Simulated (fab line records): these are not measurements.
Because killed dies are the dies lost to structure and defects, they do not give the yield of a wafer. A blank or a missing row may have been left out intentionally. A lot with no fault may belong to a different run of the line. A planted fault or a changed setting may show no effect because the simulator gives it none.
Which tool did it? || flow n5 finfet || Sampling: 24 lots, 72 wafers, 6 of 1938 route steps

WHAT THE GAUGES READ, wafer by wafer
N5_BEOL_M10_CD_MEAS_35 targets a cd of 70 nm.
{"lot": "L075", "measured": "day 11 23:26", "on": "cd sem-03", "cd nm (nm)": "71.0 70.5 70.4"}
{"lot": "L074", "measured": "day 12 03:06", "on": "cd sem-02", "cd nm (nm)": "70.1 70.8 70.0"}
{"lot": "L076", "measured": "day 12 08:35", "on": "cd sem-01", "cd nm (nm)": "69.1 69.0 69.5"}
{"lot": "L077", "measured": "day 12 23:48", "on": "cd sem-01", "cd nm (nm)": "70.1 70.1 70.9"}
{"lot": "L078", "measured": "day 13 09:11", "on": "cd sem-01", "cd nm (nm)": "69.9 69.3 70.3"}
{"lot": "L080", "measured": "day 13 09:28", "on": "cd sem-01", "cd nm (nm)": "69.4 69.6 70.1"}
{"lot": "L079", "measured": "day 13 09:50", "on": "cd sem-01", "cd nm (nm)": "69.3 69.7 69.8"}
{"lot": "L081", "measured": "day 13 15:57", "on": "cd sem-01", "cd nm (nm)": "69.6 70.0 70.3"}
{"lot": "L083", "measured": "day 13 23:38", "on": "cd sem-01", "cd nm (nm)": "69.9 69.7 70.1"}
{"lot": "L086", "measured": "day 14 10:26", "on": "cd sem-01", "cd nm (nm)": "69.9 69.7 69.6"}
{"lot": "L082", "measured": "day 14 11:02", "on": "cd sem-01", "cd nm (nm)": "70.4 69.9 70.1"}
{"lot": "L084", "measured": "day 14 16:41", "on": "cd sem-02", "cd nm (nm)": "69.5 69.0 69.3"}
{"lot": "L089", "measured": "day 15 00:01", "on": "cd sem-03", "cd nm (nm)": "70.3 70.2 70.2"}
{"lot": "L087", "measured": "day 15 00:29", "on": "cd sem-03", "cd nm (nm)": "69.5 70.2 68.9"}
{"lot": "L088", "measured": "day 15 09:08", "on": "cd sem-01", "cd nm (nm)": "69.9 70.1 71.2"}
{"lot": "L085", "measured": "day 15 09:41", "on": "cd sem-01", "cd nm (nm)": "70.0 69.8 70.1"}
{"lot": "L091", "measured": "day 15 15:38", "on": "cd sem-01", "cd nm (nm)": "69.9 69.3 69.9"}
{"lot": "L093", "measured": "day 15 21:02", "on": "cd sem-02", "cd nm (nm)": "70.1 70.3 69.3"}
{"lot": "L096", "measured": "day 16 10:32", "on": "cd sem-01", "cd nm (nm)": "70.2 69.4 69.3"}
{"lot": "L092", "measured": "day 16 21:10", "on": "cd sem-03", "cd nm (nm)": "70.7 70.9 70.6"}
{"lot": "L094", "measured": "day 17 03:07", "on": "cd sem-01", "cd nm (nm)": "70.5 70.1 70.7"}
{"lot": "L095", "measured": "day 17 09:55", "on": "cd sem-02", "cd nm (nm)": "69.7 69.1 69.0"}
{"lot": "L090", "measured": "day 17 12:02", "on": "cd sem-01", "cd nm (nm)": "70.2 69.8 70.2"}
{"lot": "L097", "measured": "day 18 11:59", "on": "cd sem-03", "cd nm (nm)": "69.8 69.8 70.8"}

N5_BEOL_M11_OVL_MEAS_29.
{"lot": "L075", "measured": "day 12 05:50", "on": "overlay-02", "V10_OVL (nm)": "0.8 0.3 0.9"}
{"lot": "L074", "measured": "day 12 10:43", "on": "overlay-02", "V10_OVL (nm)": "1.0 0.3 1.4"}
{"lot": "L076", "measured": "day 12 16:13", "on": "overlay-01", "V10_OVL (nm)": "0.5 0.5 0.0"}
{"lot": "L077", "measured": "day 13 08:16", "on": "overlay-02", "V10_OVL (nm)": "0.8 0.3 0.6"}
{"lot": "L078", "measured": "day 13 16:08", "on": "overlay-02", "V10_OVL (nm)": "-0.5 0.0 0.5"}
{"lot": "L080", "measured": "day 13 17:57", "on": "overlay-01", "V10_OVL (nm)": "1.7 1.4 1.2"}
{"lot": "L079", "measured": "day 13 18:29", "on": "overlay-01", "V10_OVL (nm)": "1.0 0.6 0.1"}
{"lot": "L081", "measured": "day 13 22:54", "on": "overlay-01", "V10_OVL (nm)": "-0.9 0.7 -1.1"}
{"lot": "L083", "measured": "day 14 05:34", "on": "overlay-01", "V10_OVL (nm)": "-1.6 -0.2 -0.1"}
{"lot": "L086", "measured": "day 14 20:07", "on": "overlay-02", "V10_OVL (nm)": "1.5 1.0 0.8"}
{"lot": "L082", "measured": "day 14 19:56", "on": "overlay-02", "V10_OVL (nm)": "0.8 0.9 0.5"}
{"lot": "L084", "measured": "day 15 02:17", "on": "overlay-01", "V10_OVL (nm)": "2.0 1.4 1.4"}
{"lot": "L089", "measured": "day 15 08:02", "on": "overlay-01", "V10_OVL (nm)": "0.4 0.5 1.4"}
{"lot": "L087", "measured": "day 15 08:29", "on": "overlay-01", "V10_OVL (nm)": "-0.5 -1.7 -0.3"}
{"lot": "L088", "measured": "day 15 19:47", "on": "overlay-01", "V10_OVL (nm)": "-1.1 1.1 -0.9"}
{"lot": "L085", "measured": "day 15 19:58", "on": "overlay-01", "V10_OVL (nm)": "0.9 1.4 0.4"}
{"lot": "L091", "measured": "day 15 22:41", "on": "overlay-02", "V10_OVL (nm)": "0.3 0.3 0.5"}
{"lot": "L093", "measured": "day 16 05:50", "on": "overlay-01", "V10_OVL (nm)": "0.8 0.9 0.1"}
{"lot": "L096", "measured": "day 16 16:55", "on": "overlay-01", "V10_OVL (nm)": "0.0 0.6 1.0"}
{"lot": "L092", "measured": "day 17 05:46", "on": "overlay-01", "V10_OVL (nm)": "0.7 0.2 0.2"}
{"lot": "L094", "measured": "day 17 09:08", "on": "overlay-01", "V10_OVL (nm)": "1.3 0.7 0.8"}
{"lot": "L095", "measured": "day 17 15:46", "on": "overlay-01", "V10_OVL (nm)": "0.5 0.5 0.4"}
{"lot": "L090", "measured": "day 17 20:47", "on": "overlay-01", "V10_OVL (nm)": "-0.7 0.1 0.4"}
{"lot": "L097", "measured": "day 18 21:44", "on": "overlay-01", "V10_OVL (nm)": "-1.0 -2.0 0.4"}

N5_BEOL_M11_INSPECT_30: inspects for defects (brightfield).
{"lot": "L075", "measured": "day 12 05:52", "on": "defect inspect-01", "raw defect count": "481 391 631"}
{"lot": "L074", "measured": "day 12 10:44", "on": "defect inspect-02", "raw defect count": "487 465 580"}
{"lot": "L076", "measured": "day 12 16:14", "on": "defect inspect-02", "raw defect count": "454 627 698"}
{"lot": "L077", "measured": "day 13 08:17", "on": "defect inspect-01", "raw defect count": "587 525 504"}
{"lot": "L078", "measured": "day 13 16:10", "on": "defect inspect-02", "raw defect count": "415 396 391"}
{"lot": "L080", "measured": "day 13 17:58", "on": "defect inspect-02", "raw defect count": "416 476 447"}
{"lot": "L079", "measured": "day 13 18:30", "on": "defect inspect-01", "raw defect count": "435 310 327"}
{"lot": "L081", "measured": "day 13 22:56", "on": "defect inspect-01", "raw defect count": "422 442 372"}
{"lot": "L083", "measured": "day 14 05:35", "on": "defect inspect-02", "raw defect count": "384 423 430"}
{"lot": "L086", "measured": "day 14 20:08", "on": "defect inspect-01", "raw defect count": "524 594 498"}
{"lot": "L082", "measured": "day 14 19:58", "on": "defect inspect-02", "raw defect count": "367 330 298"}
{"lot": "L084", "measured": "day 15 02:18", "on": "defect inspect-02", "raw defect count": "461 410 433"}
{"lot": "L089", "measured": "day 15 08:04", "on": "defect inspect-02", "raw defect count": "314 421 440"}
{"lot": "L087", "measured": "day 15 08:30", "on": "defect inspect-01", "raw defect count": "372 479 572"}
{"lot": "L088", "measured": "day 15 19:49", "on": "defect inspect-01", "raw defect count": "463 369 396"}
{"lot": "L085", "measured": "day 15 19:59", "on": "defect inspect-02", "raw defect count": "495 463 667"}
{"lot": "L091", "measured": "day 15 22:42", "on": "defect inspect-02", "raw defect count": "583 581 522"}
{"lot": "L093", "measured": "day 16 05:52", "on": "defect inspect-01", "raw defect count": "390 605 570"}
{"lot": "L096", "measured": "day 16 16:56", "on": "defect inspect-01", "raw defect count": "402 452 435"}
{"lot": "L092", "measured": "day 17 05:48", "on": "defect inspect-01", "raw defect count": "488 391 445"}
{"lot": "L094", "measured": "day 17 09:10", "on": "defect inspect-02", "raw defect count": "421 255 357"}
{"lot": "L095", "measured": "day 17 15:47", "on": "defect inspect-02", "raw defect count": "366 310 467"}
{"lot": "L090", "measured": "day 17 20:49", "on": "defect inspect-01", "raw defect count": "472 421 408"}
{"lot": "L097", "measured": "day 18 21:46", "on": "defect inspect-01", "raw defect count": "497 430 376"}

WHICH TOOL RAN EACH LOT (tool, then ch and the chambers of the sampled wafers, then the start)
{"lot": "L075", "N5_BEOL_M10_ANNEAL_51": "rtp anneal-01 ch 0, day 12 00:49", "N5_BEOL_M11_ETCH_61": "rie diel-04 ch 1,2,3, day 12 03:29", "N5_BEOL_M11_HM_OPEN_17": "rie metal-01 ch 0, day 12 03:43"}
{"lot": "L074", "N5_BEOL_M10_ANNEAL_51": "rtp anneal-02 ch 0, day 12 05:57", "N5_BEOL_M11_ETCH_61": "rie diel-02 ch 0,1,3, day 12 08:56", "N5_BEOL_M11_HM_OPEN_17": "rie metal-02 ch 0,1, day 12 09:10"}
{"lot": "L076", "N5_BEOL_M10_ANNEAL_51": "rtp anneal-02 ch 0, day 12 11:24", "N5_BEOL_M11_ETCH_61": "rie diel-04 ch 0,1, day 12 15:21", "N5_BEOL_M11_HM_OPEN_17": "rie metal-03 ch 0,1, day 12 15:35"}
{"lot": "L077", "N5_BEOL_M10_ANNEAL_51": "rtp anneal-01 ch 0, day 13 01:28", "N5_BEOL_M11_ETCH_61": "rie diel-04 ch 0,1,3, day 13 05:29", "N5_BEOL_M11_HM_OPEN_17": "rie metal-02 ch 0,1, day 13 05:44"}
{"lot": "L078", "N5_BEOL_M10_ANNEAL_51": "rtp anneal-02 ch 0, day 13 10:29", "N5_BEOL_M11_ETCH_61": "rie diel-01 ch 1,2,3, day 13 15:07", "N5_BEOL_M11_HM_OPEN_17": "rie metal-03 ch 0,1, day 13 15:21"}
{"lot": "L080", "N5_BEOL_M10_ANNEAL_51": "rtp anneal-02 ch 0, day 13 11:12", "N5_BEOL_M11_ETCH_61": "rie diel-04 ch 0,3, day 13 15:41", "N5_BEOL_M11_HM_OPEN_17": "rie metal-01 ch 0,1, day 13 15:55"}
{"lot": "L079", "N5_BEOL_M10_ANNEAL_51": "rtp anneal-02 ch 0, day 13 11:48", "N5_BEOL_M11_ETCH_61": "rie diel-02 ch 1,3, day 13 15:56", "N5_BEOL_M11_HM_OPEN_17": "rie metal-01 ch 0,1, day 13 16:11"}
{"lot": "L081", "N5_BEOL_M10_ANNEAL_51": "rtp anneal-02 ch 0, day 13 19:27", "N5_BEOL_M11_ETCH_61": "rie diel-02 ch 0,2,3, day 13 21:58", "N5_BEOL_M11_HM_OPEN_17": "rie metal-02 ch 0,1, day 13 22:14"}
{"lot": "L083", "N5_BEOL_M10_ANNEAL_51": "rtp anneal-01 ch 0, day 14 01:40", "N5_BEOL_M11_ETCH_61": "rie diel-04 ch 0,1,3, day 14 03:56", "N5_BEOL_M11_HM_OPEN_17": "rie metal-02 ch 0,1, day 14 04:13"}
{"lot": "L086", "N5_BEOL_M10_ANNEAL_51": "rtp anneal-02 ch 0, day 14 12:17", "N5_BEOL_M11_ETCH_61": "rie diel-01 ch 2,3, day 14 17:47", "N5_BEOL_M11_HM_OPEN_17": "rie metal-02 ch 0,1, day 14 18:02"}
{"lot": "L082", "N5_BEOL_M10_ANNEAL_51": "rtp anneal-02 ch 0, day 14 13:43", "N5_BEOL_M11_ETCH_61": "rie diel-04 ch 0,2, day 14 18:31", "N5_BEOL_M11_HM_OPEN_17": "rie metal-02 ch 0,1, day 14 18:46"}
{"lot": "L084", "N5_BEOL_M10_ANNEAL_51": "rtp anneal-02 ch 0, day 14 19:53", "N5_BEOL_M11_ETCH_61": "rie diel-04 ch 0,2,3, day 15 00:34", "N5_BEOL_M11_HM_OPEN_17": "rie metal-01 ch 0,1, day 15 00:47"}
{"lot": "L089", "N5_BEOL_M10_ANNEAL_51": "rtp anneal-01 ch 0, day 15 03:06", "N5_BEOL_M11_ETCH_61": "rie diel-02 ch 1,2,3, day 15 07:06", "N5_BEOL_M11_HM_OPEN_17": "rie metal-01 ch 0,1, day 15 07:20"}
{"lot": "L087", "N5_BEOL_M10_ANNEAL_51": "rtp anneal-02 ch 0, day 15 03:32", "N5_BEOL_M11_ETCH_61": "rie diel-02 ch 0,1,3, day 15 07:28", "N5_BEOL_M11_HM_OPEN_17": "rie metal-02 ch 0,1, day 15 07:44"}
{"lot": "L088", "N5_BEOL_M10_ANNEAL_51": "rtp anneal-02 ch 0, day 15 11:22", "N5_BEOL_M11_ETCH_61": "rie diel-02 ch 0,2,3, day 15 16:16", "N5_BEOL_M11_HM_OPEN_17": "rie metal-02 ch 0,1, day 15 16:32"}
{"lot": "L085", "N5_BEOL_M10_ANNEAL_51": "rtp anneal-01 ch 0, day 15 11:40", "N5_BEOL_M11_ETCH_61": "rie diel-04 ch 0,1,2, day 15 16:40", "N5_BEOL_M11_HM_OPEN_17": "rie metal-02 ch 0,1, day 15 16:54"}
{"lot": "L091", "N5_BEOL_M10_ANNEAL_51": "rtp anneal-01 ch 0, day 15 18:18", "N5_BEOL_M11_ETCH_61": "rie diel-02 ch 2,3, day 15 21:12", "N5_BEOL_M11_HM_OPEN_17": "rie metal-02 ch 0, day 15 21:28"}
{"lot": "L093", "N5_BEOL_M10_ANNEAL_51": "rtp anneal-01 ch 0, day 16 00:03", "N5_BEOL_M11_ETCH_61": "rie diel-02 ch 0,3, day 16 03:57", "N5_BEOL_M11_HM_OPEN_17": "rie metal-01 ch 0,1, day 16 04:11"}
{"lot": "L096", "N5_BEOL_M10_ANNEAL_51": "rtp anneal-01 ch 0, day 16 12:29", "N5_BEOL_M11_ETCH_61": "rie diel-01 ch 0,2,3, day 16 15:52", "N5_BEOL_M11_HM_OPEN_17": "rie metal-01 ch 0,1, day 16 16:07"}
{"lot": "L092", "N5_BEOL_M10_ANNEAL_51": "rtp anneal-01 ch 0, day 16 23:27", "N5_BEOL_M11_ETCH_61": "rie diel-04 ch 0,2,3, day 17 04:04", "N5_BEOL_M11_HM_OPEN_17": "rie metal-01 ch 0,1, day 17 04:19"}
{"lot": "L094", "N5_BEOL_M10_ANNEAL_51": "rtp anneal-02 ch 0, day 17 04:28", "N5_BEOL_M11_ETCH_61": "rie diel-02 ch 0,1,3, day 17 07:55", "N5_BEOL_M11_HM_OPEN_17": "rie metal-01 ch 0,1, day 17 08:09"}
{"lot": "L095", "N5_BEOL_M10_ANNEAL_51": "rtp anneal-02 ch 0, day 17 11:34", "N5_BEOL_M11_ETCH_61": "rie diel-01 ch 1,2,3, day 17 14:05", "N5_BEOL_M11_HM_OPEN_17": "rie metal-02 ch 0,1, day 17 14:22"}
{"lot": "L090", "N5_BEOL_M10_ANNEAL_51": "rtp anneal-01 ch 0, day 17 14:04", "N5_BEOL_M11_ETCH_61": "rie diel-04 ch 1,2,3, day 17 18:25", "N5_BEOL_M11_HM_OPEN_17": "rie metal-02 ch 0,1, day 17 18:39"}
{"lot": "L097", "N5_BEOL_M10_ANNEAL_51": "rtp anneal-01 ch 0, day 18 14:29", "N5_BEOL_M11_ETCH_61": "rie diel-01 ch 0,1,2, day 18 19:19", "N5_BEOL_M11_HM_OPEN_17": "rie metal-03 ch 0,1, day 18 19:34"}
- N5_BEOL_M10_ANNEAL_51: time 90 s.
- N5_BEOL_M11_ETCH_61: etches SiARC in CF4, target depth 39 nm, time 65 s.
- N5_BEOL_M11_HM_OPEN_17: chemistry Cl2/BCl3, target TiN, target depth 20 nm, overetch 6 nm.

AS READ BY THE TOOLS THEMSELVES (means over the sampled wafers that have a number; for cases with no such wafer, the mark the record gives instead)
N5_BEOL_M10_ANNEAL_51.
{"lot": "L075", "tool": "rtp anneal-01", "anneal temp c max": 225.91, "wafer_temp_C_max": 226.14}
{"lot": "L074", "tool": "rtp anneal-02", "anneal temp c max": 226.02, "wafer_temp_C_max": 225.81}
{"lot": "L076", "tool": "rtp anneal-02", "anneal temp c max": 225.93, "wafer_temp_C_max": 225.78}
{"lot": "L077", "tool": "rtp anneal-01", "anneal temp c max": 226.20, "wafer_temp_C_max": 225.97}
{"lot": "L078", "tool": "rtp anneal-02", "anneal temp c max": 226.33, "wafer_temp_C_max": 225.89}
{"lot": "L080", "tool": "rtp anneal-02", "anneal temp c max": 226.29, "wafer_temp_C_max": 225.77}
{"lot": "L079", "tool": "rtp anneal-02", "anneal temp c max": 226.28, "wafer_temp_C_max": 225.81}
{"lot": "L081", "tool": "rtp anneal-02", "anneal temp c max": 226.12, "wafer_temp_C_max": 225.90}
{"lot": "L083", "tool": "rtp anneal-01", "anneal temp c max": 225.85, "wafer_temp_C_max": 226.13}
{"lot": "L086", "tool": "rtp anneal-02", "anneal temp c max": 226.34, "wafer_temp_C_max": 226.00}
{"lot": "L082", "tool": "rtp anneal-02", "anneal temp c max": 226.20, "wafer_temp_C_max": 226.00}
{"lot": "L084", "tool": "rtp anneal-02", "anneal temp c max": 226.29, "wafer_temp_C_max": 225.49}
{"lot": "L089", "tool": "rtp anneal-01", "anneal temp c max": 226.07, "wafer_temp_C_max": 225.99}
{"lot": "L087", "tool": "rtp anneal-02", "anneal temp c max": 226.43, "wafer_temp_C_max": 225.77}
{"lot": "L088", "tool": "rtp anneal-02", "anneal temp c max": 226.23, "wafer_temp_C_max": 226.21}
{"lot": "L085", "tool": "rtp anneal-01", "anneal temp c max": 226.15, "wafer_temp_C_max": 225.76}
{"lot": "L091", "tool": "rtp anneal-01", "anneal temp c max": 226.44, "wafer_temp_C_max": 225.98}
{"lot": "L093", "tool": "rtp anneal-01", "anneal temp c max": 226.04, "wafer_temp_C_max": 226.19}
{"lot": "L096", "tool": "rtp anneal-01", "anneal temp c max": 226.51, "wafer_temp_C_max": 226.08}
{"lot": "L092", "tool": "rtp anneal-01", "anneal temp c max": 226.04, "wafer_temp_C_max": 226.19}
{"lot": "L094", "tool": "rtp anneal-02", "anneal temp c max": 226.02, "wafer_temp_C_max": 226.00}
{"lot": "L095", "tool": "rtp anneal-02", "anneal temp c max": 226.28, "wafer_temp_C_max": 225.88}
{"lot": "L090", "tool": "rtp anneal-01", "anneal temp c max": 225.87, "wafer_temp_C_max": 226.22}
{"lot": "L097", "tool": "rtp anneal-01", "anneal temp c max": 226.03, "wafer_temp_C_max": 226.02}

N5_BEOL_M11_ETCH_61.
{"lot": "L075", "tool": "rie diel-04", "bias w (W)": 36.04, "drypump motor current A (A)": 6.0, "etch rf on time s (s)": 65.1, "oes product au (a.u.)": 0.62, "rf vpp V (V)": 183.5, "showerhead plenum p Torr (Torr)": 2.10, "throttle valve pct (%)": 15.57}
{"lot": "L074", "tool": "rie diel-02", "bias w (W)": 35.99, "drypump motor current A (A)": 5.5, "etch rf on time s (s)": 64.6, "oes product au (a.u.)": 0.72, "rf vpp V (V)": 184.5, "showerhead plenum p Torr (Torr)": 2.14, "throttle valve pct (%)": 15.45}
{"lot": "L076", "tool": "rie diel-04", "bias w (W)": 36.13, "drypump motor current A (A)": 5.4, "etch rf on time s (s)": 64.7, "oes product au (a.u.)": 0.64, "rf vpp V (V)": 183.5, "showerhead plenum p Torr (Torr)": 2.12, "throttle valve pct (%)": 15.62}
{"lot": "L077", "tool": "rie diel-04", "bias w (W)": 35.91, "drypump motor current A (A)": 5.7, "etch rf on time s (s)": 65.5, "oes product au (a.u.)": 0.65, "rf vpp V (V)": 184.1, "showerhead plenum p Torr (Torr)": 2.06, "throttle valve pct (%)": 15.61}
{"lot": "L078", "tool": "rie diel-01", "bias w (W)": 36.04, "drypump motor current A (A)": 5.8, "etch rf on time s (s)": 66.0, "oes product au (a.u.)": 0.69, "rf vpp V (V)": 185.8, "showerhead plenum p Torr (Torr)": 2.24, "throttle valve pct (%)": 15.58}
{"lot": "L080", "tool": "rie diel-04", "bias w (W)": 35.90, "drypump motor current A (A)": 6.0, "etch rf on time s (s)": 65.3, "oes product au (a.u.)": 0.65, "rf vpp V (V)": 181.5, "showerhead plenum p Torr (Torr)": 2.00, "throttle valve pct (%)": 15.59}
{"lot": "L079", "tool": "rie diel-02", "bias w (W)": 35.87, "drypump motor current A (A)": 5.7, "etch rf on time s (s)": 65.1, "oes product au (a.u.)": 0.69, "rf vpp V (V)": 183.4, "showerhead plenum p Torr (Torr)": 2.13, "throttle valve pct (%)": 15.33}
{"lot": "L081", "tool": "rie diel-02", "bias w (W)": 36.01, "drypump motor current A (A)": 5.7, "etch rf on time s (s)": 63.9, "oes product au (a.u.)": 0.72, "rf vpp V (V)": 183.5, "showerhead plenum p Torr (Torr)": 2.17, "throttle valve pct (%)": 15.46}
{"lot": "L083", "tool": "rie diel-04", "bias w (W)": 36.02, "drypump motor current A (A)": 5.7, "etch rf on time s (s)": 65.7, "oes product au (a.u.)": 0.64, "rf vpp V (V)": 183.2, "showerhead plenum p Torr (Torr)": 2.06, "throttle valve pct (%)": 15.63}
{"lot": "L086", "tool": "rie diel-01", "bias w (W)": 36.02, "drypump motor current A (A)": 5.8, "etch rf on time s (s)": 65.4, "oes product au (a.u.)": 0.69, "rf vpp V (V)": 184.8, "showerhead plenum p Torr (Torr)": 2.24, "throttle valve pct (%)": 15.42}
{"lot": "L082", "tool": "rie diel-04", "bias w (W)": 36.07, "drypump motor current A (A)": 5.7, "etch rf on time s (s)": 64.5, "oes product au (a.u.)": 0.78, "rf vpp V (V)": 185.3, "showerhead plenum p Torr (Torr)": 2.15, "throttle valve pct (%)": 15.33}
{"lot": "L084", "tool": "rie diel-04", "bias w (W)": 36.06, "drypump motor current A (A)": 5.8, "etch rf on time s (s)": 65.0, "oes product au (a.u.)": 0.71, "rf vpp V (V)": 182.7, "showerhead plenum p Torr (Torr)": 2.08, "throttle valve pct (%)": 15.48}
{"lot": "L089", "tool": "rie diel-02", "bias w (W)": 35.92, "drypump motor current A (A)": 5.5, "etch rf on time s (s)": 64.8, "oes product au (a.u.)": 0.72, "rf vpp V (V)": 183.4, "showerhead plenum p Torr (Torr)": 2.13, "throttle valve pct (%)": 15.37}
{"lot": "L087", "tool": "rie diel-02", "bias w (W)": 36.05, "drypump motor current A (A)": 5.5, "etch rf on time s (s)": 65.0, "oes product au (a.u.)": 0.70, "rf vpp V (V)": 184.4, "showerhead plenum p Torr (Torr)": 2.14, "throttle valve pct (%)": 15.49}
{"lot": "L088", "tool": "rie diel-02", "bias w (W)": 36.04, "drypump motor current A (A)": 5.7, "etch rf on time s (s)": 64.0, "oes product au (a.u.)": 0.72, "rf vpp V (V)": 184.2, "showerhead plenum p Torr (Torr)": 2.16, "throttle valve pct (%)": 15.49}
{"lot": "L085", "tool": "rie diel-04", "bias w (W)": 35.97, "drypump motor current A (A)": 5.5, "etch rf on time s (s)": 65.0, "oes product au (a.u.)": 0.70, "rf vpp V (V)": 185.0, "showerhead plenum p Torr (Torr)": 2.13, "throttle valve pct (%)": 15.52}
{"lot": "L091", "tool": "rie diel-02", "bias w (W)": 36.17, "drypump motor current A (A)": 5.9, "etch rf on time s (s)": 64.3, "oes product au (a.u.)": 0.70, "rf vpp V (V)": 184.3, "showerhead plenum p Torr (Torr)": 2.15, "throttle valve pct (%)": 15.34}
{"lot": "L093", "tool": "rie diel-02", "bias w (W)": 35.97, "drypump motor current A (A)": 6.0, "etch rf on time s (s)": 64.9, "oes product au (a.u.)": 0.68, "rf vpp V (V)": 184.4, "showerhead plenum p Torr (Torr)": 2.15, "throttle valve pct (%)": 15.45}
{"lot": "L096", "tool": "rie diel-01", "bias w (W)": 35.85, "drypump motor current A (A)": 5.8, "etch rf on time s (s)": 66.9, "oes product au (a.u.)": 0.62, "rf vpp V (V)": 185.4, "showerhead plenum p Torr (Torr)": 2.21, "throttle valve pct (%)": 15.66}
{"lot": "L092", "tool": "rie diel-04", "bias w (W)": 35.91, "drypump motor current A (A)": 5.8, "etch rf on time s (s)": 65.3, "oes product au (a.u.)": 0.68, "rf vpp V (V)": 182.4, "showerhead plenum p Torr (Torr)": 2.07, "throttle valve pct (%)": 15.52}
{"lot": "L094", "tool": "rie diel-02", "bias w (W)": 36.07, "drypump motor current A (A)": 5.6, "etch rf on time s (s)": 65.7, "oes product au (a.u.)": 0.68, "rf vpp V (V)": 182.9, "showerhead plenum p Torr (Torr)": 2.13, "throttle valve pct (%)": 15.52}
{"lot": "L095", "tool": "rie diel-01", "bias w (W)": 35.99, "drypump motor current A (A)": 5.7, "etch rf on time s (s)": 64.9, "oes product au (a.u.)": 0.75, "rf vpp V (V)": 184.4, "showerhead plenum p Torr (Torr)": 2.23, "throttle valve pct (%)": 15.47}
{"lot": "L090", "tool": "rie diel-04", "bias w (W)": 36.02, "drypump motor current A (A)": 5.9, "etch rf on time s (s)": 64.9, "oes product au (a.u.)": 0.67, "rf vpp V (V)": 182.7, "showerhead plenum p Torr (Torr)": 2.09, "throttle valve pct (%)": 15.49}
{"lot": "L097", "tool": "rie diel-01", "bias w (W)": 35.99, "drypump motor current A (A)": 6.0, "etch rf on time s (s)": 65.3, "oes product au (a.u.)": 0.74, "rf vpp V (V)": 185.5, "showerhead plenum p Torr (Torr)": 2.23, "throttle valve pct (%)": 15.45}

N5_BEOL_M11_HM_OPEN_17.
{"lot": "L075", "tool": "rie metal-01", "bias w (W)": 126.2, "drypump motor current A (A)": 5.89, "oes product au (a.u.)": 0.59, "throttle valve pct (%)": 22.11}
{"lot": "L074", "tool": "rie metal-02", "bias w (W)": 125.5, "drypump motor current A (A)": 5.46, "oes product au (a.u.)": 0.74, "throttle valve pct (%)": 22.11}
{"lot": "L076", "tool": "rie metal-03", "bias w (W)": 126.1, "drypump motor current A (A)": 5.87, "oes product au (a.u.)": 0.69, "throttle valve pct (%)": 22.29}
{"lot": "L077", "tool": "rie metal-02", "bias w (W)": 125.8, "drypump motor current A (A)": 5.55, "oes product au (a.u.)": 0.66, "throttle valve pct (%)": 21.89}
{"lot": "L078", "tool": "rie metal-03", "bias w (W)": 125.9, "drypump motor current A (A)": 5.82, "oes product au (a.u.)": 0.69, "throttle valve pct (%)": 22.29}
{"lot": "L080", "tool": "rie metal-01", "bias w (W)": 126.2, "drypump motor current A (A)": 6.05, "oes product au (a.u.)": 0.74, "throttle valve pct (%)": 21.99}
{"lot": "L079", "tool": "rie metal-01", "bias w (W)": 125.9, "drypump motor current A (A)": 6.05, "oes product au (a.u.)": 0.74, "throttle valve pct (%)": 22.00}
{"lot": "L081", "tool": "rie metal-02", "bias w (W)": 126.4, "drypump motor current A (A)": 5.46, "oes product au (a.u.)": 0.72, "throttle valve pct (%)": 22.12}
{"lot": "L083", "tool": "rie metal-02", "bias w (W)": 126.1, "drypump motor current A (A)": 5.47, "oes product au (a.u.)": 0.71, "throttle valve pct (%)": 22.12}
{"lot": "L086", "tool": "rie metal-02", "bias w (W)": 125.5, "drypump motor current A (A)": 5.46, "oes product au (a.u.)": 0.70, "throttle valve pct (%)": 22.14}
{"lot": "L082", "tool": "rie metal-02", "bias w (W)": 126.4, "drypump motor current A (A)": 5.55, "oes product au (a.u.)": 0.65, "throttle valve pct (%)": 21.90}
{"lot": "L084", "tool": "rie metal-01", "bias w (W)": 126.0, "drypump motor current A (A)": 6.06, "oes product au (a.u.)": 0.72, "throttle valve pct (%)": 21.99}
{"lot": "L089", "tool": "rie metal-01", "bias w (W)": 125.9, "drypump motor current A (A)": 6.06, "oes product au (a.u.)": 0.71, "throttle valve pct (%)": 21.99}
{"lot": "L087", "tool": "rie metal-02", "bias w (W)": 126.5, "drypump motor current A (A)": 5.55, "oes product au (a.u.)": 0.64, "throttle valve pct (%)": 21.91}
{"lot": "L088", "tool": "rie metal-02", "bias w (W)": 125.7, "drypump motor current A (A)": 5.47, "oes product au (a.u.)": 0.68, "throttle valve pct (%)": 22.13}
{"lot": "L085", "tool": "rie metal-02", "bias w (W)": 126.3, "drypump motor current A (A)": 5.55, "oes product au (a.u.)": 0.62, "throttle valve pct (%)": 21.94}
{"lot": "L091", "tool": "rie metal-02", "bias w (W)": 126.3, "drypump motor current A (A)": 5.66, "oes product au (a.u.)": 0.58, "throttle valve pct (%)": 21.68}
{"lot": "L093", "tool": "rie metal-01", "bias w (W)": 126.4, "drypump motor current A (A)": 6.08, "oes product au (a.u.)": 0.69, "throttle valve pct (%)": 22.02}
{"lot": "L096", "tool": "rie metal-01", "bias w (W)": 125.9, "drypump motor current A (A)": 6.08, "oes product au (a.u.)": 0.70, "throttle valve pct (%)": 22.00}
{"lot": "L092", "tool": "rie metal-01", "bias w (W)": 126.1, "drypump motor current A (A)": 6.05, "oes product au (a.u.)": 0.69, "throttle valve pct (%)": 22.02}
{"lot": "L094", "tool": "rie metal-01", "bias w (W)": 125.9, "drypump motor current A (A)": 6.06, "oes product au (a.u.)": 0.70, "throttle valve pct (%)": 22.00}
{"lot": "L095", "tool": "rie metal-02", "bias w (W)": 125.4, "drypump motor current A (A)": 5.45, "oes product au (a.u.)": 0.69, "throttle valve pct (%)": 22.14}
{"lot": "L090", "tool": "rie metal-02", "bias w (W)": 126.3, "drypump motor current A (A)": 5.55, "oes product au (a.u.)": 0.62, "throttle valve pct (%)": 21.94}
{"lot": "L097", "tool": "rie metal-03", "bias w (W)": 125.8, "drypump motor current A (A)": 5.67, "oes product au (a.u.)": 0.65, "throttle valve pct (%)": 22.34}

THE ANSWER, worked out from the rows above alone
Rule: what is usual is taken from the lots themselves. Put in order of their means at a reading, lots are off if they are a third of the lots or fewer, leave a main group of 4 or more, and stand apart from it by a gap of 3 or more times the standard deviation of the main group's means; of several such gaps the widest counts. If all means in a main group match to the digits the tables above print for the reading, that group is not used. Also off: a lot with no number at a reading for which 4 or more lots have one. Any other lot the step has rows for is counted as sound. Order of review: gauges by route order, followed by the tools' own readings, for which a lot's mean as printed above is used. The first step at which some lot is off is used, and at that step the reading that is off furthest; a lot without a number counts as furthest.
Across all readings shown, no lot is off: no conclusion can be drawn from this.

WHAT THE SIMULATOR HAD INSERTED
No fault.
